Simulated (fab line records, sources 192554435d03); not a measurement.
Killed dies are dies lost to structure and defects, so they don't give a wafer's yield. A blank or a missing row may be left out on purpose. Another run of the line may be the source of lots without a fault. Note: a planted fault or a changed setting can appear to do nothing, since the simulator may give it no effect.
A lot that was struck, set against a sound lot -- flow n5 finfet -- 39 out of 1938 route steps
Sound: wafers L737.1, L737.4, L737.5. Struck: wafer L726.6. (L726.1 of the same lot was not struck and is left out.) The cause comes at the end.
For every step that has rows: the tool of each side, followed by ch and its chambers, followed by its first start. Under that, the readings that differ: sound wafers -- struck wafers -- difference of the means -- sigmas: that difference in standard deviations of wafers without a fault.
alike: words and numbers the same on both sides, and readings whose means are apart by under 2 such deviations; not compared: readings that were withheld, readings missing a value for some wafer, numbers with overlapping values and no deviation given by the record, and bounds like >300 which may hide the same value.
Wherever a step has rows on one side only, a row that says differs or no value, or a row with sigmas, the two part there. Non-overlapping numbers with no deviation appear without sigmas and do not part them. A reading that every wafer of one side lacks parts them only if that side has two wafers or more.

first, 12 steps without rows for these wafers: N5_BEOL_M2_ANNEAL_87 (time 240 s); N5_BEOL_M2_SPUTTER_88 (material Cu, target thk 4.5 nm, time 8.29 s); N5_BEOL_M2_ANNEAL_89 (time 240 s); N5_BEOL_M2_SPUTTER_90 (material Cu, target thk 4.5 nm, time 8.29 s); N5_BEOL_M2_ANNEAL_91 (time 240 s); N5_BEOL_M2_SPUTTER_92 (material Cu, target thk 4.5 nm, time 8.29 s); N5_BEOL_M2_ANNEAL_93 (time 240 s); N5_BEOL_M2_SPUTTER_94 (material Cu, target thk 4.5 nm, time 8.29 s); N5_BEOL_M2_ANNEAL_95 (time 240 s); N5_BEOL_M2_SPUTTER_96 (material Cu, target thk 4.5 nm, time 8.29 s); N5_BEOL_M2_ECD_50 (material Cu, target thk 300 nm); N5_BEOL_M2_ANNEAL_51 (time 90 s).
N5_BEOL_M2_CMP_52: polishes, stops on SiOC, t overpolish 6.8 s, target thk 40 nm.
  sound on cmp-04 ch 1,2, day 13 03:05; struck on cmp-02 ch 1, day 9 15:13
reading,sound,struck,difference,sigmas
barrier field endpoint s (s),23.6 25.2 24.3,41.2,+16.8,+29
overpolish run s (s),6.798 6.788 6.805,0.038,-6.759,-99 or more
time to endpoint s (s),60 61 59,81,+21,+7
  alike: edge zone pressure frac, motor current A
N5_BEOL_M2_THK_MEAS_53: measures by xrf.
  struck on film metro-02, day 9 15:28; sound on film metro-02, day 13 03:23
reading,sound,struck,difference,sigmas
M2_THK (nm),39.9 40.6 38.6,143.8,+104.1,+80
then, 4 steps without rows for these wafers: N5_BEOL_M2_PRE_CLEAN_60 (time 15 s); N5_BEOL_M2_CO_CAP_55 (material Co, precursor CCTBA/H2, target thk 2 nm, time 102.1 s); N5_BEOL_M2_PRE_CLEAN_56 (time 15 s); N5_BEOL_M2_DEP_57 (deposits SiCN from 3MS/NH3, target thk 8 nm, time 14 s).
N5_BEOL_M2_INSPECT_59: inspects for defects (darkfield).
  struck on defect inspect-01, day 9 15:45; sound on defect inspect-02, day 13 03:40
reading,sound,struck,difference,sigmas
raw defect count,60 95 42,5868,+5802,+99 or more
then, 18 steps without rows for these wafers: N5_BEOL_M3_ILD_DEP_00 (deposits SiOC from DEMS/O2, target thk 79 nm, time 15.3 s); N5_BEOL_M3_PECVD_72 (deposits SiO2 from TEOS/O2, target thk 16 nm, time 18 s); N5_BEOL_M3_HM_DEP_02 (deposits TiN, target thk 20 nm); N5_BEOL_M3_COAT_61 (time 60 s, resist thk 60 nm); N5_BEOL_M3_COAT_62 (time 60 s, resist thk 12 nm); N5_BEOL_M3_COAT_73 (time 60 s, resist thk 5 nm); N5_BEOL_M3_COAT_05 (resist thk 30 nm); N5_BEOL_M3_EBR_07; N5_BEOL_M3_SOFTBAKE_06 (time 60 s); N5_BEOL_M3_EXPOSE_08 (exposes mask M3); N5_BEOL_M3_PEB_09 (peb time 60 s); N5_BEOL_M3_DEVELOP_10 (develop time 30 s); N5_BEOL_M3_DESCUM_16 (chemistry O2, time 7 s); N5_BEOL_M3_ETCH_74 (etches underlayer in N2/H2, target depth 6.5 nm, time 5.2 s); N5_BEOL_M3_ETCH_63 (etches SiARC in CF4, target depth 15.6 nm, time 26 s); N5_BEOL_M3_ETCH_64 (etches SOC in N2/H2, target depth 75 nm, overetch 15 nm, time 112.5 s); N5_BEOL_M3_STRIP_65 (strips in N2/H2); N5_BEOL_M3_STRIP_75 (strips in N2/H2).
N5_BEOL_M4_RC_MEAS_101:
  the record has rows for the sound wafers here (prober-02 ch 0, day 14 10:52) and none for the struck ones
-- record jumps: 6 days separate the struck wafers' starts on either side; left off in module BEOL_M4, taken up again in module PASSIVATION, whose first shown step is the route's number 1936 --
N5_PASSIVATION_PROBE_49:
  only the struck wafers here have rows in the record (prober-01, day 15 06:32); the sound ones have none

## WHERE THEY PART
Last at N5_PASSIVATION_PROBE_49 as far as this record goes, first at N5_BEOL_M2_CMP_52.

WHY: what the simulator had put in
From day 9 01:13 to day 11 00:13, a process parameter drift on cmp-02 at N5_BEOL_M2_CMP_52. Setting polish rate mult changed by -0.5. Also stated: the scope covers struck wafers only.
